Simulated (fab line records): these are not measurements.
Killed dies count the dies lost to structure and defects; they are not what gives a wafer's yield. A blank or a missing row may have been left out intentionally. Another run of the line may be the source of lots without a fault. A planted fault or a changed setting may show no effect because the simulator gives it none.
Matching of chambers | flow nand-harc | 4 sister chambers for NHARC_A_CHANNEL_FILL_D2_STRIP_28 on rie-diel-12
The step strips in O2, time 20 s. 18 wafers are shown with their chamber, then 9 later ones without.

## WAFERS, EACH WITH ITS CHAMBER
wafer  | chamber | drypump-motor-current-A (A) | oes-product-au (a.u.) | rf-vpp-V (V)
L074.1 | 3       | 5.7                         | 0.978                 | 58.3
L074.4 | 0       | 6.2                         | 0.981                 | 58.1
L074.6 | 1       | 5.6                         | 0.992                 | 57.5
L078.3 | 0       | 6.2                         | 0.995                 | 57.7
L078.4 | 2       | 5.1                         | 1.025                 | 58.6
L078.6 | 0       | 6.3                         | 1.002                 | 58.4
L080.1 | 1       | 5.6                         | 1.004                 | 56.8
L080.3 | 0       | 6.2                         | 0.992                 | 57.5
L080.5 | 0       | 6.2                         | 0.987                 | 59.2
L084.1 | 1       | 5.6                         | 1.004                 | 58.0
L084.3 | 3       | 5.7                         | 0.959                 | 59.3
L084.6 | 0       | 6.3                         | 0.996                 | 58.8
L086.1 | 1       | 5.6                         | 0.996                 | 57.5
L086.3 | 0       | 6.2                         | 0.993                 | 58.6
L086.4 | 2       | 5.1                         | 1.036                 | 56.3
L088.1 | 3       | 5.7                         | 0.974                 | 57.7
L088.2 | 0       | 6.2                         | 1.002                 | 55.5
L088.5 | 0       | 6.2                         | 0.994                 | 58.1

SIGNATURES (means of the wafers above)
reading                 | chamber 0 | chamber 1 | chamber 2 | chamber 3 | scatter within a chamber
drypump-motor-current-A | 6.222     | 5.600     | 5.100     | 5.700     | 0.0333
oes-product-au          | 0.99356   | 0.99900   | 1.03050   | 0.97033   | 0.00719
rf-vpp-V                | 57.989    | 57.450    | 57.450    | 58.433    | 0.996
Rule: a wafer lies at a distance from a chamber equal to the root of the sum of squares, over the readings, of (its reading less the chamber's mean, divided by the reading's scatter). If the next closest chamber is less than 2 further off than the closest, the wafer can't be placed; otherwise it belongs to the closest. How the scatter is found: for the shown wafers, subtract from each reading the mean of its chamber, square and add these, divide the total by (wafers less chambers), then take the root.

## WAFERS WITHOUT THEIR CHAMBER
wafer  | drypump-motor-current-A (A) | oes-product-au (a.u.) | rf-vpp-V (V)
L091.1 | 6.2                         | 1.000                 | 59.3
L091.2 | 5.7                         | 0.971                 | 59.1
L091.3 | 5.6                         | 1.000                 | 58.7
L096.2 | 5.6                         | 1.014                 | 56.1
L096.3 | 5.2                         | 1.009                 | 58.2
L096.4 | 5.7                         | 0.988                 | 58.4
L097.1 | 6.2                         | 0.995                 | 57.3
L097.2 | 5.1                         | 1.001                 | 58.7
L097.5 | 5.6                         | 1.001                 | 57.3

## CHAMBER TAKEN BY EACH
wafer  | from the rows above     | in truth
L091.1 | 0                       | 0
L091.2 | 3                       | 3
L091.3 | 1                       | 1
L096.2 | 1                       | 1
L096.3 | 2                       | 2
L096.4 | can't be placed: 3 or 1 | 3
L097.1 | 0                       | 0
L097.2 | 2                       | 2
L097.5 | 1                       | 1
8 of 9 placed correctly. Can't be placed from these rows: 1 (the true chamber is among the candidates in 1). 0 placed wrongly.
